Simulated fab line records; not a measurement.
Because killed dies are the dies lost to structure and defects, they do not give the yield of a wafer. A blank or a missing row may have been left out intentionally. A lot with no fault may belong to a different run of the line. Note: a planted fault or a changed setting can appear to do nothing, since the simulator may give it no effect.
Matching of chambers | flow n5 finfet | 3 sister chambers for N5_BEOL_M0_SAQP_STRIP_86 on rie diel-01
The step strips in N2/H2. 3 wafers are shown with their chamber, then 6 later ones without.

== EACH WAFER AND ITS CHAMBER ==
wafer  | chamber | drypump motor current A (A)
L087.6 | 0       | 5.6
L091.1 | 2       | 5.2
L091.2 | 3       | 6.4

== WAFERS MISSING THEIR CHAMBER ==
wafer  | drypump motor current A (A)
L091.3 | 5.6
L092.3 | 5.3
L092.5 | 5.6
L095.1 | 5.2
L095.3 | 5.6
L097.5 | 5.3

== EACH ONE'S CHAMBER ==
wafer  | from the rows above | in truth
L091.3 | 0                   | 0
L092.3 | 2                   | 2
L092.5 | 0                   | 0
L095.1 | 2                   | 2
L095.3 | 0                   | 0
L097.5 | 2                   | 2
Correct placement for 6 of the 6. From these rows, 0 cannot be placed. 0 placed wrongly.
How it was worked out, from the rows above alone: a wafer's distance from a chamber is the root of the sum, over the readings, of the square of ((its reading less the chamber's mean) divided by the reading's scatter). If the next closest chamber is less than 2 further off than the closest, the wafer can't be placed; otherwise it belongs to the closest. The mean given for a chamber averages the wafers shown for that chamber. The scatter: root of mean squared gap, hidden wafer to nearest shown wafer, with one shown wafer a chamber.
